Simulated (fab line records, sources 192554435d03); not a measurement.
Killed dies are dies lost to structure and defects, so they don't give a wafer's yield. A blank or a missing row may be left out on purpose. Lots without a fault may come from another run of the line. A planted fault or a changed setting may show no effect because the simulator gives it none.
fab line records | flow n5_finfet | part 1 of 2: steps 1 to 4 of 6
record lots=22 wafers=66 last_day=17
route steps=1938 shown PMOS_HMC_CHANNEL_EPI@70 FIN_SAQP@124 DUMMY_GATE@241 SD_EPI_N@275
lots that met no fault: from a run of the same line without faults
start_h: hours from the record's first day to the start of the lot's first wafer shown | wait_h: hours since the lot's step before | " the same as in the row above | L1.1+2: a row that stands for several wafers | - no value, or no start given | * or withheld: withheld | < > ~ a bound
route shown NAME@n: a module of which the file shows steps, and the number in the route of the first | usual: mean/standard deviation of fault-free wafers | same: alike in all rows | chamber/n: place in a boat | sites: the reading at each site | _std_site: their standard deviation | _edge_site: outer sites' mean less inner sites' | radius_mm: how far each site lies from the wafer's centre | mask NAME#n: copy n | behind: the tool/chamber that last shaped the wafer | hold: why the lot was held/for how many hours/how that ended | device: the transistor (n, p or np) that didn't switch | end of line: the same wafers' tests at the end of the route | a step without rows: its recipe alone | killed: dies lost to structure and defects at the first sort, not the wafer's yield | map: a wafer's dies, x killed, . not, _ none there
set.NAME: the setting as run; set.NAME@STEP: as run at that earlier step | model.NAME: the simulator's own value behind a step, which no gauge read
steps of the route over a sample of lots; a table a step, a row a wafer
services: from which hour (start_h, from the record's first day; less than 0 if before it) a tool's chamber was out of use, for how many hours, and why
## steps
# step N5_PMOS_HMC_CHANNEL_EPI_HM_OPEN_15
# recipe chemistry=CHF3/O2 target=SiO2 mask_material=CAR-ArF-block target_depth_a=406 CHF3_flow_sccm=50 O2_flow_sccm=5 Ar_flow_sccm=200 time_s=20.3 pressure_mtorr=30 source_w=650 bias_w=170 ion_energy_ev=200
# usual drypump_motor_current_A=5.6/0.47 oes_product_au=0.79/0.063 rf_vpp_V=523/11 showerhead_plenum_p_Torr=2.46/0.093 throttle_valve_pct=18.98/0.19
# columns lot.wafer tool chamber start_h wait_h drypump_motor_current_A oes_product_au rf_hours_counter_h rf_vpp_V showerhead_plenum_p_Torr throttle_valve_pct
L074.1 rie_diel-02 3 19.36 0.0 5.6 0.96 2 524 2.58 18.85
L074.2 " 0 " " 5.3 0.77 118 524 2.44 19.14
L074.4 " 1 " " 4.9 0.74 154 524 2.33 18.57
L075.1 rie_diel-02 3 25.33 0.0 5.6 0.96 4 525 2.58 18.85
L075.3 " 1 " " 4.9 0.74 156 527 2.33 18.59
L075.4 " 2 " " 6.1 0.83 65 522 2.26 19.16
L076.2 rie_diel-03 2 28.90 0.0 6.4 0.79 110 541 2.52 18.68
L076.3 " 0 " " 5.3 0.78 132 508 2.42 19.16
L076.5 " 1 " " 5.2 0.78 - 505 2.43 19.08
L077.2 rie_diel-01 0 35.92 0.0 6.2 0.74 146 524 2.50 18.92
L077.5 " 3 " " 5.2 0.80 - 515 2.44 19.16
L077.6 " 2 " " 4.8 0.68 - 508 2.28 19.20
L078.1 rie_diel-02 1 41.58 0.0 4.9 0.75 161 525 2.32 18.61
L078.5 " 3 " " 5.6 0.95 - 525 2.58 18.86
L078.6 " 2 " " 6.0 0.83 - 521 2.25 19.15
L079.1 rie_diel-03 3 47.79 0.0 5.8 0.82 66 538 2.53 18.88
L079.3 " 1 " " 5.2 0.76 115 504 2.43 19.09
L079.4 " 2 " " 6.4 0.78 116 540 2.52 18.68
L080.3 rie_diel-03 0 55.15 0.0 5.3 0.77 140 509 2.42 19.16
L080.4 " 2 " " 6.4 0.79 120 540 2.52 18.70
L080.5 " 3 " " 5.8 0.82 - 537 2.53 18.88
L081.1 rie_diel-03 2 60.56 0.0 6.5 0.78 122 541 2.52 18.71
L081.5 " 3 " " 5.8 0.81 - 537 2.53 18.89
L081.6 " 2 " " 6.4 0.76 - 540 2.52 18.70
L082.3 rie_diel-03 3 65.46 0.0 5.9 0.80 73 537 2.53 18.90
L082.4 " 0 " " 5.3 0.76 143 509 2.42 19.14
L082.6 " 1 " " 5.2 0.77 - 505 2.43 19.11
L083.2 rie_diel-03 0 71.55 0.0 5.3 0.77 145 510 2.42 19.16
L083.4 " 2 " " 6.4 0.79 125 540 2.52 18.71
L083.5 " 1 " " 5.2 0.77 - 506 2.42 19.11
L084.2 rie_diel-03 1 77.65 0.0 5.2 0.76 123 506 2.42 19.11
L084.5 " 3 " " 5.9 0.80 - 538 2.53 18.88
L084.6 " 0 " " 5.3 0.77 - 509 2.42 19.17
L086.1 rie_diel-02 3 89.41 0.0 5.7 0.91 25 525 2.57 18.89
L086.3 " 0 " " 5.3 0.75 141 522 2.43 19.17
L086.4 " 1 " " 4.9 0.73 173 525 2.32 18.61
L087.4 rie_diel-01 3 96.30 0.0 5.2 0.78 - 517 2.43 19.18
L087.5 " 1 " " 5.8 0.91 - 530 2.55 18.95
L087.6 " 0 " " 6.2 0.73 - 522 2.50 18.94
L088.3 rie_diel-01 3 102.23 0.0 5.2 0.79 131 516 2.43 19.19
L088.5 " 3 " " 5.2 0.78 - 516 2.43 19.19
L088.6 " 0 " " 6.1 0.73 - 522 2.50 18.94
L089.1 rie_diel-03 0 107.71 0.0 5.3 0.75 157 509 2.41 19.19
L089.3 " 1 " " 5.2 0.74 133 503 2.42 19.13
L089.4 " 2 " " 6.5 0.75 136 541 2.51 18.73
L090.1 rie_diel-03 2 114.01 0.0 6.4 0.76 139 539 2.51 18.73
L090.4 " 1 " " 5.2 0.76 135 506 2.42 19.12
L090.6 " 0 " " 5.3 0.75 - 509 2.41 19.19
L091.2 rie_diel-02 1 119.50 0.0 4.9 0.72 185 525 2.31 18.63
L091.3 " 2 " " 6.1 0.80 93 521 2.25 19.21
L091.5 " 2 " " 6.0 0.80 - 521 2.25 19.20
L092.4 rie_diel-03 3 125.84 0.0 5.9 0.79 92 538 2.52 18.89
L092.5 " 2 " " 6.5 0.76 - 540 2.51 18.72
L092.6 " 3 " " 5.9 0.79 - 536 2.52 18.91
L094.1 rie_diel-03 1 138.60 0.0 5.2 0.74 144 505 2.42 19.11
L094.4 " 2 " " 6.4 0.75 147 540 2.51 18.73
L094.6 " 0 " " 5.3 0.74 - 509 2.41 19.21
L095.1 rie_diel-01 0 143.66 0.0 6.1 0.71 178 522 2.49 18.96
L095.3 " 2 " " 4.8 0.96 7 518 2.56 18.81
L095.4 " 3 " " 5.2 0.76 147 517 2.43 19.21
L096.1 rie_diel-02 0 149.64 0.0 5.3 0.74 160 524 2.42 19.20
L096.3 " 2 " " 6.1 0.79 103 520 2.24 19.21
L096.5 " 0 " " 5.3 0.74 - 524 2.42 19.19
L097.3 rie_diel-02 3 155.70 0.0 5.7 0.86 47 524 2.56 18.91
L097.4 " 0 " " 5.3 0.73 162 523 2.42 19.21
L097.6 " 0 " " 5.3 0.73 - 523 2.42 19.19
# step N5_PMOS_HMC_CHANNEL_EPI_FIN_RECESS_16
# recipe chemistry=HBr/Cl2 target=Si mask_material=SiO2 target_depth_a=540 time_s=18 pressure_mtorr=10 icp_w=800 bias_w=75 HBr_flow_sccm=150 Cl2_flow_sccm=80
# usual drypump_motor_current_A=5.6/0.43 he_backside_leak_sccm=2.71/0.24 oes_product_au=1.001/0.018 throttle_valve_pct=35.4/0.42
# columns lot.wafer tool chamber start_h wait_h drypump_motor_current_A he_backside_leak_sccm oes_product_au rf_hours_counter_h throttle_valve_pct
L074.1 rie_si-04 3 19.74 0.0 5.6 2.53 1.007 112 35.4
L074.2 " 1 " " 6.2 2.31 1.011 66 35.6
L074.4 " 2 " " 5.8 2.69 0.972 18 34.8
L075.1 rie_si-01 1 25.70 0.0 5.3 2.65 0.989 77 36.0
L075.3 " 3 " " 5.2 2.92 1.013 162 35.1
L075.4 " 2 " " 4.8 2.96 1.029 46 35.4
L076.2 rie_si-02 0 29.28 0.0 5.5 3.12 0.971 132 35.5
L076.3 " 1 " " 6.0 3.07 1.009 201 35.3
L076.5 " 1 " " 6.0 3.03 1.001 - 35.3
L077.2 rie_si-02 3 36.30 0.0 5.6 2.46 1.003 24 35.5
L077.5 " 1 " " 6.0 2.89 1.007 - 35.3
L077.6 " 0 " " 5.5 2.88 0.973 - 35.5
L078.1 rie_si-01 0 41.96 0.0 4.9 2.44 0.999 134 36.5
L078.5 " 3 " " 5.3 3.14 1.016 - 35.1
L078.6 " 0 " " 4.9 2.51 0.996 - 36.5
L079.1 rie_si-01 3 48.17 0.0 5.3 2.95 0.999 162 35.1
L079.3 " 1 " " 5.3 2.71 0.984 78 36.0
L079.4 " 2 " " 4.8 2.91 1.027 46 35.4
L080.3 rie_si-04 3 55.53 0.0 5.6 2.59 1.012 113 35.4
L080.4 " 0 " " 5.8 3.03 1.016 168 35.1
L080.5 " 3 " " 5.6 2.48 1.009 - 35.4
L081.1 rie_si-02 1 61.15 0.0 6.0 3.25 1.008 201 35.3
L081.5 " 2 " " 6.2 2.41 0.998 - 35.5
L081.6 " 3 " " 5.6 2.56 1.012 - 35.5
L082.3 rie_si-02 2 65.84 0.0 6.2 2.63 1.002 44 35.5
L082.4 " 0 " " 5.5 3.13 0.981 133 35.5
L082.6 " 3 " " 5.6 2.45 1.012 - 35.5
L083.2 rie_si-04 0 71.93 0.0 5.8 2.99 1.011 169 35.1
L083.4 " 2 " " 5.8 2.77 0.992 19 34.8
L083.5 " 3 " " 5.6 2.63 1.015 - 35.4
L084.2 rie_si-02 0 78.03 0.0 5.5 3.07 0.972 133 35.5
L084.5 " 3 " " 5.6 2.74 1.004 - 35.5
L084.6 " 2 " " 6.2 2.56 0.984 - 35.5
L086.1 rie_si-04 2 89.79 0.0 5.7 2.71 0.973 19 34.8
L086.3 " 0 " " 5.8 2.99 1.010 169 35.1
L086.4 " 3 " " 5.5 2.58 1.010 113 35.4
L087.4 rie_si-02 2 96.65 0.0 6.2 2.70 1.000 44 35.5
L087.5 " 3 " " 5.6 2.34 1.005 - 35.5
L087.6 " 2 " " 6.2 2.51 0.999 - 35.5
L088.3 rie_si-02 3 102.60 0.0 5.6 2.53 0.997 25 35.5
L088.5 " 3 " " 5.6 2.28 1.010 - 35.5
L088.6 " 2 " " 6.2 2.39 0.993 - 35.5
L089.1 rie_si-01 2 108.10 0.0 4.8 2.85 1.032 48 35.4
L089.3 " 0 " " 4.8 2.57 0.995 135 36.5
L089.4 " 3 " " 5.3 2.72 1.003 163 35.1
L090.1 rie_si-04 0 114.40 0.0 5.8 2.95 1.012 169 35.1
L090.4 " 1 " " 6.2 2.34 1.027 67 35.6
L090.6 " 1 " " 6.1 2.31 1.019 - 35.6
L091.2 rie_si-04 1 119.88 0.0 6.1 2.26 1.029 68 35.6
L091.3 " 0 " " 5.8 2.99 1.004 170 35.1
L091.5 " 2 " " 5.8 2.88 0.970 - 34.9
L092.4 rie_si-04 2 126.22 0.0 5.7 2.79 0.990 20 34.8
L092.5 " 1 " " 6.1 2.39 1.023 - 35.6
L092.6 " 0 " " 5.8 2.89 1.009 - 35.1
L094.1 rie_si-01 0 138.98 0.0 4.8 2.26 0.984 136 36.5
L094.4 " 3 " " 5.3 3.06 1.002 164 35.1
L094.6 " 3 " " 5.3 3.02 1.003 - 35.1
L095.1 rie_si-04 0 144.04 0.0 5.8 2.94 1.006 170 35.1
L095.3 " 2 " " 5.8 2.83 0.979 20 34.8
L095.4 " 3 " " 5.5 2.59 1.013 114 35.4
L096.1 rie_si-01 3 150.02 0.0 5.3 2.74 1.008 164 35.1
L096.3 " 2 " " 4.8 3.05 1.020 48 35.4
L096.5 " 3 " " 5.3 2.81 1.007 - 35.1
L097.3 rie_si-01 2 156.08 0.0 4.8 2.94 1.023 48 35.4
L097.4 " 3 " " 5.3 2.88 1.004 164 35.1
L097.6 " 1 " " 5.3 2.57 0.977 - 36.0
# step N5_FIN_SAQP_RECESS_75
# recipe chemistry=HF/NH3 target=SiO2 target_depth_a=144 afs_cycles=3 temp_c=30 sublimation_temp_c=180 sublimation_time_s=60
# usual drypump_motor_current_A=5.6/0.78 temp_c=30.00/0.11
# columns lot.wafer tool chamber start_h wait_h drypump_motor_current_A temp_c
L074.1 vapor_etch-01 1 24.83 0.1 6.5 29.85
L074.2 " 0 " " 4.8 30.08
L074.4 " 1 " " 6.6 29.91
L075.1 vapor_etch-01 0 30.57 0.0 4.8 29.98
L075.3 " 0 " " 4.8 30.03
L075.4 " 1 " " 6.5 30.00
L076.2 vapor_etch-01 0 34.01 0.0 4.8 29.98
L076.3 " 0 " " 4.8 30.06
L076.5 " 0 " " 4.8 29.98
L077.2 vapor_etch-01 0 41.57 0.0 4.8 30.09
L077.5 " 1 " " 6.5 29.81
L077.6 " 0 " " 4.8 30.10
L078.1 vapor_etch-01 0 46.50 0.0 4.8 30.07
L078.5 " 1 " " 6.6 29.88
L078.6 " 0 " " 4.8 30.08
L079.1 vapor_etch-01 1 53.01 0.0 6.6 30.11
L079.3 " 1 " " 6.6 29.79
L079.4 " 0 " " 4.8 29.90
L080.3 vapor_etch-02 1 60.62 0.1 6.0 30.21
L080.4 " 0 " " 5.1 30.11
L080.5 " 1 " " 6.0 30.17
L081.1 vapor_etch-02 1 66.08 0.0 6.0 30.09
L081.5 " 1 " " 6.0 29.96
L081.6 " 0 " " 5.1 29.85
L082.3 vapor_etch-01 0 70.54 0.1 4.8 29.81
L082.4 " 1 " " 6.5 30.02
L082.6 " 1 " " 6.5 30.14
L083.2 vapor_etch-01 1 77.10 0.0 6.6 30.04
L083.4 " 0 " " 4.8 29.98
L083.5 " 1 " " 6.6 30.23
L084.2 vapor_etch-02 0 82.83 0.0 5.1 29.93
L084.5 " 0 " " 5.1 30.04
L084.6 " 1 " " 6.0 29.96
L086.1 vapor_etch-02 1 94.92 0.0 6.0 30.15
L086.3 " 0 " " 5.1 30.23
L086.4 " 1 " " 6.0 29.97
L087.4 vapor_etch-01 0 101.88 0.1 4.8 29.87
L087.5 " 1 " " 6.5 30.02
L087.6 " 0 " " 4.8 30.09
L088.3 vapor_etch-01 0 109.52 0.1 4.8 30.09
L088.5 " 1 " " 6.5 29.96
L088.6 " 0 " " 4.8 29.95
L089.1 vapor_etch-01 1 113.03 0.0 6.6 30.14
L089.3 " 1 " " 6.6 30.05
L089.4 " 0 " " 4.8 30.16
L090.1 vapor_etch-01 0 119.67 0.0 4.8 30.02
L090.4 " 1 " " 6.5 29.86
L090.6 " 1 " " 6.5 30.03
L091.2 vapor_etch-02 1 124.77 0.0 6.0 30.04
L091.3 " 1 " " 6.0 30.00
L091.5 " 0 " " 5.1 29.92
L092.4 vapor_etch-01 0 131.01 0.1 4.8 29.92
L092.5 " 0 " " 4.8 30.03
L092.6 " 1 " " 6.5 30.01
L094.1 vapor_etch-02 1 143.79 0.1 6.0 30.05
L094.4 " 1 " " 6.0 29.85
L094.6 " 1 " " 6.0 30.04
L095.1 vapor_etch-02 1 149.08 0.0 6.0 29.93
L095.3 " 1 " " 6.0 29.92
L095.4 " 0 " " 5.1 30.13
L096.1 vapor_etch-01 0 154.52 0.0 4.8 29.99
L096.3 " 0 " " 4.8 30.06
L096.5 " 0 " " 4.8 29.95
L097.3 vapor_etch-01 0 160.72 0.1 4.8 30.21
L097.4 " 1 " " 6.6 30.30
L097.6 " 1 " " 6.6 30.14
# step N5_DUMMY_GATE_STRIP_40
# recipe chemistry=CF4 resist=SiARC power_w=300 bias_power_w=75 pressure_mtorr=50 cf4_flow_sccm=150 rf_frequency_hz=6e+07
# usual cf4_flow_sccm=150.0/0.41 drypump_motor_current_A=5.6/0.5 oes_product_au=0.78/0.067 rf_vpp_V=271.7/1.9 showerhead_plenum_p_Torr=1.82/0.075 throttle_valve_pct=13.63/0.18
# columns lot.wafer tool chamber start_h wait_h cf4_flow_sccm drypump_motor_current_A oes_product_au rf_hours_counter_h rf_vpp_V showerhead_plenum_p_Torr throttle_valve_pct
L074.1 rie_diel-03 2 49.06 0.2 150.5 6.4 0.78 117 272.9 1.87 13.38
L074.2 " 3 " " 149.9 5.8 0.80 67 273.2 1.88 13.54
L074.4 " 0 " " 150.3 5.3 0.76 138 272.1 1.81 13.86
L075.1 rie_diel-02 2 56.72 0.7 150.8 6.1 0.80 76 269.1 1.68 13.73
L075.3 " 0 " " 149.9 5.3 0.76 131 271.5 1.79 13.66
L075.4 " 1 " " 150.3 4.9 0.74 166 268.7 1.71 13.28
L076.2 rie_diel-01 3 62.32 0.1 149.9 5.2 0.77 119 271.2 1.79 13.63
L076.3 " 1 " " 150.2 5.8 0.91 8 274.6 1.91 13.59
L076.5 " 3 " " 150.6 5.2 0.77 - 271.8 1.79 13.64
L077.2 rie_diel-02 3 66.68 0.1 150.2 5.6 0.91 19 272.7 1.89 13.34
L077.5 " 2 " " 149.9 6.1 0.80 - 268.6 1.68 13.77
L077.6 " 3 " " 150.2 5.6 0.91 - 272.0 1.89 13.35
L078.1 rie_diel-02 2 70.86 0.1 149.9 6.1 0.80 81 269.1 1.68 13.78
L078.5 " 3 " " 150.0 5.6 0.91 - 272.7 1.89 13.35
L078.6 " 2 " " 149.5 6.1 0.80 - 268.0 1.68 13.76
L079.1 rie_diel-01 3 76.51 0.1 150.6 5.2 0.78 123 272.1 1.79 13.67
L079.3 " 2 " " 150.6 4.8 0.68 245 268.2 1.68 13.87
L079.4 " 0 " " 150.2 6.1 0.73 - 273.8 1.88 13.72
L080.3 rie_diel-01 1 83.70 0.1 149.5 5.8 0.91 11 274.9 1.91 13.60
L080.4 " 0 " " 150.0 6.1 0.73 157 271.1 1.88 13.74
L080.5 " 2 " " 149.7 4.8 0.69 - 269.2 1.68 13.85
L081.1 rie_diel-03 1 89.31 0.1 150.6 5.2 0.74 127 271.8 1.80 13.70
L081.5 " 3 " " 149.4 5.9 0.80 - 274.8 1.88 13.56
L081.6 " 2 " " 150.3 6.4 0.76 - 272.6 1.87 13.41
L082.3 rie_diel-01 3 93.66 0.1 150.2 5.2 0.76 127 270.8 1.78 13.68
L082.4 " 2 " " 149.8 4.8 0.68 249 268.7 1.68 13.87
L082.6 " 1 " " 150.6 5.8 0.90 - 274.3 1.91 13.61
L083.2 rie_diel-01 3 101.75 0.1 150.1 5.2 0.77 131 271.6 1.78 13.67
L083.4 " 1 " " 150.5 5.8 0.89 - 273.0 1.91 13.63
L083.5 " 3 " " 149.8 5.2 0.76 - 271.8 1.78 13.68
L084.2 rie_diel-02 3 109.72 0.1 150.1 5.6 0.89 33 272.6 1.89 13.36
L084.5 " 3 " " 150.2 5.6 0.88 - 273.7 1.89 13.38
L084.6 " 1 " " 150.7 4.9 0.72 - 268.6 1.71 13.31
L086.1 rie_diel-01 2 125.00 0.1 149.1 4.8 0.97 1 273.9 1.89 13.28
L086.3 " 0 " " 149.5 6.2 0.72 172 271.5 1.87 13.74
L086.4 " 1 " " 150.3 5.8 0.87 26 271.2 1.90 13.64
L087.4 rie_diel-03 3 126.30 0.1 149.5 5.8 0.79 92 272.3 1.88 13.57
L087.5 " 2 " " 150.3 6.4 0.75 - 273.9 1.87 13.43
L087.6 " 3 " " 149.7 5.8 0.78 - 274.8 1.88 13.59
L088.3 rie_diel-01 3 133.34 0.4 149.7 5.2 0.76 143 272.1 1.78 13.71
L088.5 " 0 " " 150.1 6.1 0.72 - 272.6 1.87 13.76
L088.6 " 3 " " 149.7 5.2 0.75 - 271.8 1.78 13.70
L089.1 rie_diel-03 0 136.49 0.2 149.3 5.3 0.74 166 269.9 1.80 13.94
L089.3 " 2 " " 150.0 6.4 0.75 146 274.7 1.87 13.42
L089.4 " 3 " " 149.4 5.8 0.78 95 271.8 1.88 13.59
L090.1 rie_diel-02 3 143.60 0.1 150.0 5.6 0.87 44 273.2 1.88 13.39
L090.4 " 0 " " 149.9 5.3 0.74 158 270.3 1.78 13.73
L090.6 " 0 " " 149.5 5.3 0.74 - 270.4 1.78 13.72
L091.2 rie_diel-01 3 147.39 0.1 150.3 5.2 0.76 148 272.4 1.78 13.71
L091.3 " 1 " " 150.1 5.8 0.87 33 272.5 1.90 13.66
L091.5 " 1 " " 150.2 5.8 0.87 - 274.6 1.90 13.66
L092.4 rie_diel-02 0 155.38 0.1 149.7 5.3 0.74 162 270.3 1.78 13.75
L092.5 " 2 " " 150.5 6.0 0.78 - 268.8 1.67 13.82
L092.6 " 1 " " 150.0 4.9 0.71 - 270.1 1.71 13.34
L094.1 rie_diel-01 3 167.03 0.1 150.5 5.2 0.74 153 271.8 1.78 13.73
L094.4 " 0 " " 150.2 6.2 0.72 184 272.7 1.87 13.80
L094.6 " 0 " " 150.2 6.2 0.72 - 271.7 1.87 13.79
L095.1 rie_diel-03 0 172.45 0.1 150.2 5.3 0.74 177 269.9 1.80 13.95
L095.3 " 2 " " 150.7 6.4 0.74 153 272.2 1.86 13.45
L095.4 " 3 " " 150.2 5.8 0.77 106 273.9 1.87 13.61
L096.1 rie_diel-03 0 180.24 0.2 149.6 5.3 0.73 179 271.6 1.80 13.96
L096.3 " 2 " " 149.8 6.4 0.74 155 274.0 1.86 13.47
L096.5 " 2 " " 149.8 6.4 0.73 - 272.8 1.86 13.46
L097.3 rie_diel-02 3 185.21 0.1 149.8 5.6 0.86 55 273.6 1.88 13.45
L097.4 " 2 " " 149.8 6.0 0.77 112 269.3 1.67 13.82
L097.6 " 3 " " 149.0 5.6 0.84 - 274.1 1.88 13.42
